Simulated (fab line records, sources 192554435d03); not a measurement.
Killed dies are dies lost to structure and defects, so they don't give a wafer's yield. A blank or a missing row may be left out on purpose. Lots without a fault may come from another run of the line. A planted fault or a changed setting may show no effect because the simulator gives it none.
Chamber matching | flow n5_finfet | N5_BEOL_M8_ALD_77 on ald_metal-04: 4 sister chambers
The step deposits TaN, target thk 2 nm, pulse time 2 s, purge time 3 s. 4 wafers are shown with their chamber, then 7 later ones without.

WAFERS WITH THEIR CHAMBER
wafer  | chamber | heater_power_outer_w (W)
L489.6 | 0       | 215
L501.1 | 2       | 203
L501.6 | 1       | 254
L504.2 | 3       | 218

WAFERS WITHOUT THEIR CHAMBER
wafer  | heater_power_outer_w (W)
L504.3 | 208
L504.5 | 215
L505.1 | 214
L505.5 | 221
L506.2 | 252
L506.3 | 221
L506.6 | 222

WHICH CHAMBER EACH WENT THROUGH
wafer  | from the rows above          | in truth
L504.3 | can't be placed: 2 or 0 or 3 | 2
L504.5 | can't be placed: 0 or 3      | 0
L505.1 | can't be placed: 0 or 3      | 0
L505.5 | can't be placed: 3 or 0      | 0
L506.2 | 1                            | 1
L506.3 | can't be placed: 3 or 0      | 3
L506.6 | can't be placed: 3 or 0      | 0
Placed correctly: 1 of 7. Can't be placed from these rows: 6 (the true chamber is among the candidates in 6). Placed wrongly: 0.
How it was worked out, from the rows above alone: a wafer's distance from a chamber is the root of the sum, over the readings, of the square of ((its reading less the chamber's mean) divided by the reading's scatter). The wafer belongs to the nearest chamber; if the next one is less than 2 further off, it can't be placed. A chamber's mean is the mean of its shown wafers. The scatter: with one shown wafer a chamber, the root of the mean of the squares of how far each hidden wafer lies from its nearest shown one.
